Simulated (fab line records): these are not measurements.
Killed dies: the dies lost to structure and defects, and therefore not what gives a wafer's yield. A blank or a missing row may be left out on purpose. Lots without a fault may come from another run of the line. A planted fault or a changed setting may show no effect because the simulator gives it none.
Comparing a struck lot with a sound one | flow nand-harc | 39 out of 1302 route steps
Sound: these wafers, L897.2, L897.3, L897.5. Struck: wafer L888.5 (L888.3, L888.6, from the same lot, were not struck and are left out); the cause is given at the end.
For every step that has rows: the tool of each side, followed by ch and its chambers, followed by its first start. Under that, the readings that differ: sound wafers | struck wafers | difference of the means | sigmas: that difference in standard deviations of wafers without a fault.
alike: words and numbers the same on both sides, and readings whose means are apart by under 2 such deviations; not compared: readings that were withheld, readings missing a value for some wafer, numbers with overlapping values and no deviation given by the record, and bounds like >300 which may hide the same value.
The two part at a step that has a row with sigmas, a row that says differs or no value, or rows on one side only. Numbers that have no deviation but don't overlap get no sigmas and don't part them. Lack of a reading on every wafer of one side parts them only where that side has two or more wafers.

first, 10 steps without rows for these wafers: NHARC_A_CHANNEL_HOLE_D1_DEP_00 (deposits aC, target thk 3100 nm); NHARC_A_CHANNEL_HOLE_D1_DEP_01 (deposits SiON, target thk 140 nm); NHARC_A_CHANNEL_HOLE_D1_DEHYDRATE_02 (time 120 s); NHARC_A_CHANNEL_HOLE_D1_HMDS_03 (time 30 s); NHARC_A_CHANNEL_HOLE_D1_COAT_36 (time 75 s); NHARC_A_CHANNEL_HOLE_D1_COAT_37 (time 65 s); NHARC_A_CHANNEL_HOLE_D1_COAT_04 (resist thk 90 nm); NHARC_A_CHANNEL_HOLE_D1_SOFTBAKE_05 (time 55 s); NHARC_A_CHANNEL_HOLE_D1_EBR_06; NHARC_A_CHANNEL_HOLE_D1_EXPOSE_07 (exposes mask HOLE D1, target cd 100 nm).
NHARC_A_CHANNEL_HOLE_D1_PEB_08: peb time 65 s.
  sound on litho-track-01 ch 0, day 13 16:34; struck on litho-track-01 ch 0, day 10 07:29
  reading                  | sound             | struck | difference | sigmas
  heater-power-total-W (W) | 156.7 156.7 157.2 | 192.0  | +35.1      | +84
  alike: resist-line-temp-C
then, 1 step without rows for these wafers: NHARC_A_CHANNEL_HOLE_D1_DEVELOP_09 (develop time 35 s).
NHARC_A_CHANNEL_HOLE_D1_CD_MEAS_10: target cd 100 nm.
  sound on cd-sem-03 ch 0, day 13 16:40; struck on cd-sem-03 ch 0
  reading    | sound            | struck | difference | sigmas
  cd-nm (nm) | 99.9 100.1 100.3 | 89.1   | -11.0      | -25
  not compared: hold
NHARC_A_CHANNEL_HOLE_D1_OVL_MEAS_11:
  struck on overlay-02, day 10 09:22; sound on overlay-02, day 13 16:44
  reading | sound | struck                   | difference                   | sigmas
  hold    | - - - | await-dispo/1.5h/release | no value on the sound wafers |
  alike: overlay-x-nm, overlay-y-nm
NHARC_A_CHANNEL_HOLE_D1_DESCUM_15: chemistry O2, time 3 s.
  sound on rie-diel-11 ch 0,2,3, day 13 16:51; struck on rie-diel-10 ch 2, day 10 09:31
  reading                            | sound             | struck | difference | sigmas
  rf-vpp-V (V)                       | 57.2 58.0 55.8    | 58.7   | +1.7       | +2
  showerhead-plenum-p-Torr (Torr)    | 1.85 1.88 1.83    | 2.02   | +0.17      | +2
  model.A_CHANNEL_HOLE_D1.cd-nm (nm) | 99.59 100.1 100.7 | 88.79  | -11.34     |
  alike: drypump-motor-current-A, mfc-ar-sccm, oes-product-au, throttle-valve-pct
  not compared: rf-hours-counter-h
then, 4 steps without rows for these wafers: NHARC_A_CHANNEL_HOLE_D1_ETCH_38 (etches the open film in CF4, target depth 39 nm, time 65 s); NHARC_A_CHANNEL_HOLE_D1_ETCH_39 (etches the open film in N2/H2, target depth 260 nm, time 325 s); NHARC_A_CHANNEL_HOLE_D1_ETCH_34 (etches the open film in CF4/CHF3, target depth 154 nm, time 77 s); NHARC_A_CHANNEL_HOLE_D1_ETCH_16 (etches the open film in O2/COS, target depth 3100 nm, time 806 s).
NHARC_A_CHANNEL_HOLE_D1_CD_MEAS_18:
  struck on cd-sem-01, day 10 10:47; sound on cd-sem-01, day 13 17:56
  reading    | sound            | struck | difference | sigmas
  cd-nm (nm) | 97.9 102.2 104.5 | 87.6   | -13.9      | -6
  not compared: hold
NHARC_A_CHANNEL_HOLE_D1_ETCH_19: etches the open film in C4F8/O2/Ar, time 34.5 s.
  sound on har-etch-01 ch 0,1, day 13 18:03; struck on har-etch-02 ch 1, day 10 12:14
  reading | sound | struck                   | difference                   | sigmas
  hold    | - - - | await-dispo/0.8h/release | no value on the sound wafers |
  alike: bias-v, c4f8-flow-sccm, drypump-motor-current-A, mfc-ar-sccm, oes-air-line-au, showerhead-plenum-p-Torr, throttle-valve-pct
  not compared: rf-hours-counter-h
then, 11 steps without rows for these wafers: NHARC_A_CHANNEL_HOLE_D1_ETCH_20 (etches the open film in C4F8/O2/Ar, time 361.9 s, target depth 1600 nm); NHARC_A_CHANNEL_HOLE_D1_ETCH_21 (etches the open film in C4F8/O2/Ar, time 514.3 s, target depth 1600 nm); NHARC_A_CHANNEL_HOLE_D1_ETCH_22 (etches the open film in C4F8/O2/Ar, time 666.7 s, target depth 1600 nm); NHARC_A_CHANNEL_HOLE_D1_ETCH_23 (etches the open film in C4F8/O2/Ar, time 819 s, target depth 1600 nm); NHARC_A_CHANNEL_HOLE_D1_ETCH_24 (etches the open film in C4F8/O2/Ar, time 906.2 s, target depth 1500 nm); NHARC_A_CHANNEL_HOLE_D1_ETCH_25 (etches the open film in C4F8/O2/Ar, time 1040.2 s, target depth 1500 nm); NHARC_A_CHANNEL_HOLE_D1_ETCH_26 (etches the open film in C4F8/O2/Ar, time 224.1 s, target depth 300 nm); NHARC_A_CHANNEL_HOLE_D1_ETCH_33 (etches the open film in C4F8/O2/Ar, time 90 s, target depth 400 nm); NHARC_A_CHANNEL_HOLE_D1_STRIP_41 (strips in N2/H2); NHARC_A_CHANNEL_HOLE_D1_STRIP_42 (strips in CF4/CHF3); NHARC_A_CHANNEL_HOLE_D1_STRIP_43 (strips in O2/COS).
NHARC_A_CHANNEL_HOLE_D1_ETCH_44: etches the open film in CF4/O2, target depth 140 nm, overetch 14 nm, time 77 s.
  sound on rie-diel-10 ch 1,2,3, day 13 22:46; struck on rie-diel-10 ch 1, day 10 18:11
  reading                            | sound             | struck | difference | sigmas
  oes_ar_750_au (a.u.)               | 1.003 1.009 1.000 | 0.991  | -0.013     | -3
  model.A_CHANNEL_HOLE_D1.cd-nm (nm) | 91.36 89.14 91.16 | 78.09  | -12.46     |
  alike: drypump-motor-current-A, mfc-ar-sccm, oes-product-au, rf-vpp-V, showerhead-plenum-p-Torr, throttle-valve-pct
  not compared: rf-hours-counter-h
then, 3 steps without rows for these wafers: NHARC_A_CHANNEL_HOLE_D1_STRIP_27 (strips in O2); NHARC_A_CHANNEL_HOLE_D1_PRECLEAN_28 (cleans in SC1); NHARC_A_CHANNEL_HOLE_D1_SRD_29.
NHARC_A_CHANNEL_HOLE_D1_CD_MEAS_30:
  struck on cd-sem-03, day 10 19:09; sound on cd-sem-03, day 13 23:41
  reading    | sound          | struck | difference | sigmas
  cd-nm (nm) | 91.0 89.3 92.1 | 77.4   | -13.4      | -11
  not compared: hold
NHARC_A_CHANNEL_HOLE_D1_XSEM_31:
  sound on xsem-02 ch 0, day 13 23:46; struck on xsem-01 ch 0, day 10 21:31
  reading        | sound          | struck                   | difference                   | sigmas
  hold           | - - -          | await-dispo/2.3h/release | no value on the sound wafers |
  bot-cd-nm (nm) | 75.3 72.5 75.5 | 61.8                     | -12.6                        | -9
  alike: bow-nm, tilt-deg
-- break in the record here, with 16 days between the starts of the struck wafers on either side (left off in module A_CHANNEL_HOLE_D1, picked up again in module END, where the first step shown is number 1301 on the route) --
NHARC_END_WLT_00:
  struck on prober-01, day 26 14:43; sound on prober-01, day 29 19:26
  reading                           | sound             | struck | difference | sigmas
  VT_DECK1_BOTTOM                   | 0.869 0.869 0.872 | 0.829  | -0.041     | -6
  VT_DECK1_BOTTOM_INNER             | 0.878 0.863 0.875 | 0.826  | -0.046     | -7
  VT_DECK1_MEDIAN_NEAR_BOTTOM       | 0.870 0.867 0.872 | 0.840  | -0.030     | -5
  VT_DECK1_MEDIAN_NEAR_BOTTOM_INNER | 0.879 0.866 0.882 | 0.831  | -0.045     | -6
  VT_DECK1_MIDDLE                   | 0.880 0.883 0.880 | 0.846  | -0.035     | -6
  VT_DECK1_MIDDLE_INNER             | 0.883 0.877 0.892 | 0.850  | -0.034     | -6
  VT_DECK1_TOP                      | 0.897 0.889 0.894 | 0.862  | -0.031     | -5
  VT_DECK1_TOP_INNER                | 0.884 0.895 0.893 | 0.872  | -0.019     | -3
  alike: VT_DECK2_BOTTOM, VT_DECK2_BOTTOM_INNER, VT_DECK2_MEDIAN_NEAR_BOTTOM, VT_DECK2_MEDIAN_NEAR_BOTTOM_INNER, VT_DECK2_MIDDLE, VT_DECK2_MIDDLE_INNER, VT_DECK2_TOP, VT_DECK2_TOP_INNER

== WHERE THEY PART ==
At NHARC_A_CHANNEL_HOLE_D1_PEB_08 first; at NHARC_END_WLT_00 last (within this record only).

WHY: the cause the simulator had injected
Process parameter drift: litho-track-01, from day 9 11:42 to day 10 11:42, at NHARC_A_CHANNEL_HOLE_D1_PEB_08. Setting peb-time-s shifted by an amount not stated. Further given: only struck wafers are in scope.
